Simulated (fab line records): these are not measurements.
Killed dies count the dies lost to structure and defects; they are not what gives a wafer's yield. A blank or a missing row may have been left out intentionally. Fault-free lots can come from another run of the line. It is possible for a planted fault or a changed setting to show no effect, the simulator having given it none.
The same fault as seen by 2 desks ; flow n5_finfet ; numbers are kept per desk, each desk with only its own; the story behind them comes last

AT THE METROLOGY DESK
Means of the sampled wafers that have a number, per lot and without regard to the tool the lot ran on: this is what the gauges read. The brackets show how far a lot's mean lies from the usual mean; more than 4 standard deviations puts the lot out of limits, marked OUT. Readings shown: 7 of its 11, picked as those furthest out on some lot.
Columns: A = cd_nm at N5_FIN_SAQP_CD_MEAS_27, usual 20.33 nm; B = IOFF_P at N5_BEOL_M4_RC_MEAS_101, usual 0.21 nA/um; C = ION_N at N5_BEOL_M4_RC_MEAS_101, usual 672 uA/um; D = ION_P at N5_BEOL_M4_RC_MEAS_101, usual 461 uA/um; E = SS_N at N5_BEOL_M4_RC_MEAS_101, usual 71.4 mV/dec; F = SS_P at N5_BEOL_M4_RC_MEAS_101, usual 73.2 mV/dec; G = VT_P at N5_BEOL_M4_RC_MEAS_101, usual -250 mV
lot;first seen here;A;B;C;D;E;F;G
L587;day 2 12:10;20.25;0.22;671;468;71.2;72.4;-247
L588;day 2 20:31;20.54;0.24;677;460;71.6;73.7;-247
L590;day 3 07:56;20.34;0.19;675;454;71.7;73.1;-254
L591;day 3 13:56;20.28;0.23;679;465;71.3;73.6;-249
L594;day 4 06:41;20.58;0.19;666;458;71.1;72.6;-251
L600;day 5 19:35;20.35;0.16;669;455;71.0;73.1;-254
L603;day 6 11:50;20.52;0.21;670;458;72.1;73.3;-249
L605;day 7 02:19;20.45;0.17;660;447;71.5;73.0;-256
Result from this desk: across the 8 lots, nothing is out of limits.

THE TOOL OWNER'S DESK: pecvd-01
The tool's own readings at N5_FIN_SAQP_PECVD_47 (deposits a-Si from SiH4/He, target thk 45 nm, time 36.3 s): means of the sampled wafers that have a number, for each lot that ran on this tool. The brackets show how far a lot's mean lies from the usual mean; more than 4 standard deviations puts the lot out of limits, marked OUT.
Columns: A = heater_power_w at N5_FIN_SAQP_PECVD_47, usual 856 W; B = showerhead_plenum_p_Torr at N5_FIN_SAQP_PECVD_47, usual 5.65 Torr; C = showerhead_vpp_V at N5_FIN_SAQP_PECVD_47, usual 633 V; D = susceptor_temp_C at N5_FIN_SAQP_PECVD_47, usual 400.01 C; E = throttle_valve_pct at N5_FIN_SAQP_PECVD_47, usual 18.0 %
lot;first seen here;A;B;C;D;E
L587;day 2 09:16;872;5.67;630;400.05;17.5
L590;day 3 04:13;838;5.65;632;399.97;17.8
L603;day 6 09:13;749;5.61;637;399.89;18.3
Result from this desk: across the 3 lots, nothing is out of limits.

TAKEN TOGETHER
At the metrology desk, nothing out of limits was observed.
The desk of the tool owner found nothing out of limits.

WHAT HAD BEEN PUT IN BY THE SIMULATOR
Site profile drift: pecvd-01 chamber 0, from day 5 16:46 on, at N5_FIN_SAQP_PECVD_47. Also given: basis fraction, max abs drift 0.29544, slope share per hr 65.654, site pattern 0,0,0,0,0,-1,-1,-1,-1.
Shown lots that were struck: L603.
